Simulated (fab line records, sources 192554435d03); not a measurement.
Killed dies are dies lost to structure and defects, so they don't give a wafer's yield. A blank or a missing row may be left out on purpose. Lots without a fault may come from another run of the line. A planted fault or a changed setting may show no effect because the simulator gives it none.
Which tool did it? | flow n5_finfet | 10 lots, 30 wafers sampled, at 3 steps of a route of 1938

WHAT THE GAUGES READ, wafer by wafer
N5_PASSIVATION_CD_MEAS_44: target cd 40000 nm.
lot  | measured     | on        | cd_nm (nm)
L905 | day 11 21:23 | cd_sem-01 | 40007 40003 40006
L907 | day 12 05:47 | cd_sem-03 | 40001 40002 40004
L909 | day 14 00:47 | cd_sem-01 | 39998 39997 39999
L910 | day 13 04:08 | cd_sem-01 | 40000 40002 39999
L911 | day 13 08:40 | cd_sem-03 | 40010 40006 40003
L914 | day 14 22:44 | cd_sem-03 | 40005 40004 40005
L917 | day 16 01:38 | cd_sem-02 | 40004 40000 40004
L923 | day 17 02:55 | cd_sem-03 | 39995 39995 39992
L925 | day 17 06:49 | cd_sem-03 | 39997 39995 39994
L927 | day 18 15:28 | cd_sem-01 | 40000 39995 39996

WHICH TOOL RAN EACH LOT (tool, then ch and the chambers of the sampled wafers, then the start)
lot  | N5_MOL_CONTACT_COAG_VIA_ETCH_117   | N5_PASSIVATION_DESCUM_32
L905 | rie_diel-06 ch 1,2,3, day 5 05:07  | rie_diel-06 ch 0,1, day 11 19:37
L907 | rie_diel-06 ch 1,3, day 5 18:22    | rie_diel-06 ch 2,3, day 12 04:08
L909 | rie_diel-06 ch 0,1,3, day 6 06:54  | rie_diel-02 ch 0,2, day 13 22:59
L910 | rie_diel-06 ch 0,1,3, day 6 09:43  | rie_diel-02 ch 2,3, day 13 02:28
L911 | rie_diel-01 ch 0,1, day 6 16:31    | rie_diel-01 ch 0,1,3, day 13 06:58
L914 | rie_diel-06 ch 0,1, day 7 10:15    | rie_diel-06 ch 1,2,3, day 14 20:59
L917 | rie_diel-06 ch 0,2, day 8 03:57    | rie_diel-02 ch 0,2, day 15 23:59
L923 | rie_diel-02 ch 0,2, day 9 15:19    | rie_diel-01 ch 1,2, day 17 01:07
L925 | rie_diel-01 ch 0,2,3, day 10 03:25 | rie_diel-06 ch 0,2,3, day 17 05:03
L927 | rie_diel-02 ch 0,3, day 11 00:26   | rie_diel-02 ch 1,2,3, day 18 13:40
- N5_MOL_CONTACT_COAG_VIA_ETCH_117: etches SiO2 in C4F6/O2, target depth 40 nm, overetch 8 nm, time 26 s.
- N5_PASSIVATION_DESCUM_32: chemistry O2, time 7.9 s.

THE ANSWER, worked out from the rows above alone
Rule: what is usual is taken from the lots themselves. Put in order of their means at a reading, lots are off if they are a third of the lots or fewer, leave a main group of 4 or more, and stand apart from it by a gap of 3 or more times the standard deviation of the main group's means; of several such gaps the widest counts. A main group whose means are all the same, to the digits that the tables above print for the reading, isn't used. A lot without any number at a reading at which 4 lots or more have one is off too. The other lots that the step has rows for count as sound.
No lot is off at any reading shown: from this, nothing can be told.

WHAT THE SIMULATOR HAD PUT IN
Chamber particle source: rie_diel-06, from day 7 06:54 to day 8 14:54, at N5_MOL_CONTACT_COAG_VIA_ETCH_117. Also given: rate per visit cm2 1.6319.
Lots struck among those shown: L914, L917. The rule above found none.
